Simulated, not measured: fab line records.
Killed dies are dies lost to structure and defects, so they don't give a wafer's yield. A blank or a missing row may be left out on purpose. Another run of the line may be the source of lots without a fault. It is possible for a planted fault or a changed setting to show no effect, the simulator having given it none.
The tool behind it: which one? | flow n5 finfet | Sampling: 24 lots, 72 wafers, 6 of 1938 route steps

WHAT THE GAUGES READ, wafer by wafer
Not one reading of a measure or inspect step in the record can be checked against a usual standard deviation.

WHAT TOOL EACH LOT RAN ON (gives the tool, then ch and the chambers of the sampled wafers, and finally the start)
lot  | N5_BEOL_M3_ALD_84                   | N5_BEOL_M3_SURFACE_TREAT_85  | N5_BEOL_M3_ANNEAL_49         | N5_BEOL_M3_ANNEAL_95         | N5_BEOL_M3_SPUTTER_96        | N5_BEOL_M3_DEP_57
L074 | ald metal-02 ch 1,3, day 8 12:23    | pvd sputter-01, day 8 12:48  | pvd sputter-03, day 8 13:14  | pvd sputter-03, day 8 14:46  | pvd sputter-03, day 8 14:55  | pecvd-01 ch 0,1, day 8 15:53
L075 | ald metal-03 ch 0,1,3, day 8 18:27  | pvd sputter-01, day 8 18:40  | pvd sputter-02, day 8 19:04  | pvd sputter-02, day 8 20:37  | pvd sputter-02, day 8 20:45  | pecvd-04 ch 0,1, day 8 21:44
L076 | ald metal-03 ch 1,2,3, day 8 21:37  | pvd sputter-01, day 8 21:53  | pvd sputter-01, day 8 22:16  | pvd sputter-01, day 8 23:48  | pvd sputter-01, day 8 23:56  | pecvd-04 ch 0,1,2, day 9 00:55
L077 | ald metal-02 ch 1,3, day 8 21:41    | pvd sputter-01, day 8 21:56  | pvd sputter-02, day 8 22:43  | pvd sputter-02, day 9 00:15  | pvd sputter-02, day 9 00:23  | pecvd-01 ch 0,1,2, day 9 01:22
L079 | ald metal-03 ch 0,3, day 8 21:49    | pvd sputter-02, day 8 22:09  | pvd sputter-01, day 9 00:06  | pvd sputter-01, day 9 01:38  | pvd sputter-01, day 9 01:47  | pecvd-04 ch 0,1, day 9 02:46
L080 | ald metal-04 ch 1,3, day 8 21:56    | pvd sputter-03, day 8 22:10  | pvd sputter-03, day 9 00:13  | pvd sputter-03, day 9 01:46  | pvd sputter-03, day 9 01:54  | pecvd-02 ch 0,2, day 9 03:02
L078 | ald metal-02 ch 1,2, day 9 03:43    | pvd sputter-01, day 9 04:00  | pvd sputter-01, day 9 04:19  | pvd sputter-01, day 9 05:51  | pvd sputter-01, day 9 05:59  | pecvd-04 ch 0,2, day 9 07:23
L081 | ald metal-03 ch 2,3, day 9 04:13    | pvd sputter-03, day 9 04:27  | pvd sputter-01, day 9 06:09  | pvd sputter-01, day 9 07:41  | pvd sputter-01, day 9 07:50  | pecvd-04 ch 0,2, day 9 08:50
L082 | ald metal-02 ch 0,1,2, day 9 04:21  | pvd sputter-03, day 9 04:34  | pvd sputter-03, day 9 06:44  | pvd sputter-03, day 9 08:16  | pvd sputter-03, day 9 08:25  | pecvd-04 ch 0,1,2, day 9 09:25
L083 | ald metal-03 ch 0,2,3, day 10 16:50 | pvd sputter-01, day 10 17:05 | pvd sputter-02, day 10 17:28 | pvd sputter-02, day 10 19:01 | pvd sputter-02, day 10 19:09 | pecvd-04 ch 0,2, day 10 20:08
L084 | ald metal-03 ch 0,1, day 10 17:07   | pvd sputter-02, day 10 17:21 | pvd sputter-01, day 10 17:48 | pvd sputter-01, day 10 19:20 | pvd sputter-01, day 10 19:29 | pecvd-01 ch 0,1,2, day 10 20:29
L085 | ald metal-04 ch 2,3, day 10 17:20   | pvd sputter-01, day 10 17:41 | pvd sputter-01, day 10 19:43 | pvd sputter-01, day 10 21:16 | pvd sputter-01, day 10 21:24 | pecvd-01 ch 0,2, day 10 23:56
L086 | ald metal-04 ch 0,1, day 10 20:44   | pvd sputter-03, day 10 20:58 | pvd sputter-01, day 10 21:41 | pvd sputter-01, day 10 23:13 | pvd sputter-01, day 10 23:22 | pecvd-02 ch 1,2, day 11 01:17
L087 | ald metal-04 ch 0,2,3, day 11 10:34 | pvd sputter-02, day 11 10:49 | pvd sputter-03, day 11 11:07 | pvd sputter-03, day 11 12:40 | pvd sputter-03, day 11 12:48 | pecvd-04 ch 0,1, day 11 14:01
L088 | ald metal-02 ch 0,1,3, day 11 10:38 | pvd sputter-03, day 11 10:52 | pvd sputter-02, day 11 11:11 | pvd sputter-02, day 11 12:44 | pvd sputter-02, day 11 12:52 | pecvd-02 ch 0,1,2, day 11 14:19
L089 | ald metal-02 ch 1,3, day 11 21:30   | pvd sputter-01, day 11 21:43 | pvd sputter-01, day 11 22:08 | pvd sputter-01, day 11 23:40 | pvd sputter-01, day 11 23:49 | pecvd-04 ch 0,1,2, day 12 00:47
L090 | ald metal-03 ch 0,3, day 12 01:04   | pvd sputter-01, day 12 01:19 | pvd sputter-02, day 12 03:00 | pvd sputter-02, day 12 04:32 | pvd sputter-02, day 12 04:41 | pecvd-04 ch 0,1, day 12 06:31
L091 | ald metal-04 ch 1,2,3, day 12 07:59 | pvd sputter-02, day 12 09:49 | pvd sputter-01, day 12 10:20 | pvd sputter-01, day 12 11:52 | pvd sputter-01, day 12 12:01 | pecvd-02 ch 0,1,2, day 12 13:13
L092 | ald metal-02 ch 0,1,3, day 12 15:22 | pvd sputter-01, day 12 15:39 | pvd sputter-01, day 12 15:57 | pvd sputter-01, day 12 17:29 | pvd sputter-01, day 12 17:38 | pecvd-01 ch 0,1, day 12 18:37
L093 | ald metal-02 ch 1,2,3, day 12 18:31 | pvd sputter-03, day 12 18:50 | pvd sputter-03, day 12 19:12 | pvd sputter-03, day 12 20:44 | pvd sputter-03, day 12 20:53 | pecvd-01 ch 0,2, day 12 21:52
L094 | ald metal-03 ch 0,1,2, day 13 01:39 | pvd sputter-02, day 13 01:59 | pvd sputter-01, day 13 02:32 | pvd sputter-01, day 13 04:04 | pvd sputter-01, day 13 04:13 | pecvd-01 ch 0,1, day 13 05:11
L095 | ald metal-02 ch 0,2,3, day 13 05:13 | pvd sputter-02, day 13 05:25 | pvd sputter-01, day 13 05:53 | pvd sputter-01, day 13 07:26 | pvd sputter-01, day 13 07:34 | pecvd-01 ch 0,1,2, day 13 08:36
L097 | ald metal-02 ch 2,3, day 13 08:32   | pvd sputter-02, day 13 08:58 | pvd sputter-03, day 13 09:38 | pvd sputter-03, day 13 11:10 | pvd sputter-03, day 13 11:19 | pecvd-04 ch 1,2, day 13 12:28
L096 | ald metal-03 ch 0,3, day 13 08:41   | pvd sputter-03, day 13 09:26 | pvd sputter-01, day 13 10:43 | pvd sputter-01, day 13 12:15 | pvd sputter-01, day 13 12:23 | pecvd-01 ch 0,1, day 13 13:28
- N5_BEOL_M3_ALD_84: deposits TaN, pulse time 2 s, purge time 3 s, co reactant purge time 2 s.
- N5_BEOL_M3_SURFACE_TREAT_85
- N5_BEOL_M3_ANNEAL_49: time 240 s.
- N5_BEOL_M3_ANNEAL_95: time 240 s.
- N5_BEOL_M3_SPUTTER_96: material Cu, target thk 4.5 nm, time 8.29 s.
- N5_BEOL_M3_DEP_57: deposits SiCN from 3MS/NH3, target thk 8 nm, time 14 s.

WHAT THE TOOLS THEMSELVES READ (means of the sampled wafers that have a number; where no wafer has one, the mark that the record gives instead)
N5_BEOL_M3_ALD_84. Usual: heater power w 426 W, standard deviation 43; mfc carrier sccm 1500 sccm, standard deviation 4.7.
lot  | tool         | heater power w (W) | mfc carrier sccm (sccm) | flag
L074 | ald metal-02 | 404                | 1494                    |
L075 | ald metal-03 | 409                | 1499                    |
L076 | ald metal-03 | 428                | 1499                    |
L077 | ald metal-02 | 394                | 1504                    |
L079 | ald metal-03 | 359                | 1502                    |
L080 | ald metal-04 | 454                | 1497                    |
L078 | ald metal-02 | 419                | 1503                    |
L081 | ald metal-03 | 381                | 1501                    |
L082 | ald metal-02 | 417                | 1499                    |
L083 | ald metal-03 | 413                | 1496                    |
L084 | ald metal-03 | 460                | 1499                    |
L085 | ald metal-04 | 451                | 1498                    |
L086 | ald metal-04 | 432                | 1498                    |
L087 | ald metal-04 | 454                | 1499                    |
L088 | ald metal-02 | 402                | 1503                    |
L089 | ald metal-02 | 385                | 1501                    |
L090 | ald metal-03 | 382                | 1498                    |
L091 | ald metal-04 | 452                | 1498                    |
L092 | ald metal-02 | 406                | 1501                    |
L093 | ald metal-02 | 411                | 1502                    |
L094 | ald metal-03 | 457                | 1497                    |
L095 | ald metal-02 | 424                | 1502                    |
L097 | ald metal-02 | 421                | 1505                    |
L096 | ald metal-03 | 392                | 1496                    |

N5_BEOL_M3_ANNEAL_49. Usual: heater power w reads 827 W (standard deviation 95).
lot  | tool           | heater power w (W) | flag
L074 | pvd sputter-03 | 885                |
L075 | pvd sputter-02 | 811                |
L076 | pvd sputter-01 | 804                |
L077 | pvd sputter-02 | 826                |
L079 | pvd sputter-01 | 733                |
L080 | pvd sputter-03 | 965                |
L078 | pvd sputter-01 | 799                |
L081 | pvd sputter-01 | 804                |
L082 | pvd sputter-03 | 903                |
L083 | pvd sputter-02 | 792                |
L084 | pvd sputter-01 | 796                |
L085 | pvd sputter-01 | 786                |
L086 | pvd sputter-01 | 895                |
L087 | pvd sputter-03 | 910                |
L088 | pvd sputter-02 | 786                |
L089 | pvd sputter-01 | 761                |
L090 | pvd sputter-02 | 814                |
L091 | pvd sputter-01 | 787                |
L092 | pvd sputter-01 | 919                |
L093 | pvd sputter-03 | 873                |
L094 | pvd sputter-01 | 843                |
L095 | pvd sputter-01 | 697                |
L097 | pvd sputter-03 | 862                |
L096 | pvd sputter-01 | 744                |

N5_BEOL_M3_ANNEAL_95. Usual: heater power w reads 828 W (standard deviation 94).
lot  | tool           | heater power w (W) | flag
L074 | pvd sputter-03 | 884                |
L075 | pvd sputter-02 | 806                |
L076 | pvd sputter-01 | 798                |
L077 | pvd sputter-02 | 816                |
L079 | pvd sputter-01 | 744                |
L080 | pvd sputter-03 | 941                |
L078 | pvd sputter-01 | 807                |
L081 | pvd sputter-01 | 815                |
L082 | pvd sputter-03 | 902                |
L083 | pvd sputter-02 | 806                |
L084 | pvd sputter-01 | 803                |
L085 | pvd sputter-01 | 784                |
L086 | pvd sputter-01 | 902                |
L087 | pvd sputter-03 | 905                |
L088 | pvd sputter-02 | 806                |
L089 | pvd sputter-01 | 757                |
L090 | pvd sputter-02 | 806                |
L091 | pvd sputter-01 | 792                |
L092 | pvd sputter-01 | 878                |
L093 | pvd sputter-03 | 872                |
L094 | pvd sputter-01 | 841                |
L095 | pvd sputter-01 | 705                |
L097 | pvd sputter-03 | 867                |
L096 | pvd sputter-01 | 756                |

N5_BEOL_M3_SPUTTER_96. Usual: chamber pressure pa 0.07001 Pa, standard deviation 0.00015; throttle valve pct 30.1 %, standard deviation 1.4.
lot  | tool           | chamber pressure pa (Pa) | throttle valve pct (%) | flag
L074 | pvd sputter-03 | 0.06995                  | 28.1                   |
L075 | pvd sputter-02 | 0.07001                  | 30.1                   |
L076 | pvd sputter-01 | 0.07016                  | 30.5                   |
L077 | pvd sputter-02 | 0.06999                  | 30.0                   |
L079 | pvd sputter-01 | 0.07014                  | 29.7                   |
L080 | pvd sputter-03 | 0.06986                  | 30.8                   |
L078 | pvd sputter-01 | 0.06985                  | 30.4                   |
L081 | pvd sputter-01 | 0.06996                  | 30.5                   |
L082 | pvd sputter-03 | 0.07004                  | 31.1                   |
L083 | pvd sputter-02 | 0.06987                  | 30.4                   |
L084 | pvd sputter-01 | 0.07001                  | 30.2                   |
L085 | pvd sputter-01 | 0.06999                  | 29.3                   |
L086 | pvd sputter-01 | 0.07014                  | 30.4                   |
L087 | pvd sputter-03 | 0.07006                  | 30.1                   |
L088 | pvd sputter-02 | 0.07008                  | 30.4                   |
L089 | pvd sputter-01 | 0.06987                  | 30.9                   |
L090 | pvd sputter-02 | 0.06995                  | 30.1                   |
L091 | pvd sputter-01 | 0.07005                  | 30.0                   |
L092 | pvd sputter-01 | 0.07009                  | 30.5                   |
L093 | pvd sputter-03 | 0.06984                  | 29.5                   |
L094 | pvd sputter-01 | 0.07016                  | 29.8                   |
L095 | pvd sputter-01 | 0.07004                  | 30.0                   |
L097 | pvd sputter-03 | 0.07007                  | 29.5                   |
L096 | pvd sputter-01 | 0.06994                  | 29.7                   |

N5_BEOL_M3_DEP_57. Usual: showerhead plenum p Torr 3.661 Torr, standard deviation 0.017; throttle valve pct 9.0 %, standard deviation 0.33.
lot  | tool     | showerhead plenum p Torr (Torr) | throttle valve pct (%) | flag
L074 | pecvd-01 | 3.646                           | 9.2                    |
L075 | pecvd-04 | 3.668                           | 9.0                    |
L076 | pecvd-04 | 3.671                           | 8.9                    |
L077 | pecvd-01 | 3.650                           | 9.4                    |
L079 | pecvd-04 | 3.675                           | 8.9                    |
L080 | pecvd-02 | 3.671                           | 8.9                    |
L078 | pecvd-04 | 3.683                           | 8.9                    |
L081 | pecvd-04 | 3.675                           | 8.8                    |
L082 | pecvd-04 | 3.667                           | 8.7                    |
L083 | pecvd-04 | 3.680                           | 9.1                    |
L084 | pecvd-01 | 3.640                           | 9.1                    |
L085 | pecvd-01 | 3.645                           | 8.8                    |
L086 | pecvd-02 | 3.667                           | 9.2                    |
L087 | pecvd-04 | 3.655                           | 8.9                    |
L088 | pecvd-02 | 3.668                           | 9.2                    |
L089 | pecvd-04 | 3.664                           | 8.8                    |
L090 | pecvd-04 | 3.672                           | 9.2                    |
L091 | pecvd-02 | 3.666                           | 9.1                    |
L092 | pecvd-01 | 3.654                           | 9.3                    |
L093 | pecvd-01 | 3.642                           | 8.9                    |
L094 | pecvd-01 | 3.654                           | 9.3                    |
L095 | pecvd-01 | 3.646                           | 9.1                    |
L097 | pecvd-04 | 3.652                           | 8.8                    |
L096 | pecvd-01 | 3.647                           | 9.1                    |

THE ANSWER, worked out from the rows above alone
Rule: lot off if the mean of its wafers having a number is beyond 3 standard deviations from the usual mean. Also off: a lot with no number at a reading for which 4 or more lots have one. Where the step has rows for the other lots, those lots are counted as sound. After the gauges, taken in route order, come the tools' own readings; for these a lot's mean is taken, as printed above. At the first step where some lot is off, the reading lying furthest off is the one used; lots without a number count as furthest.
Across all readings shown, no lot is off: no conclusion can be drawn from this.

WHAT THE SIMULATOR HAD PUT IN
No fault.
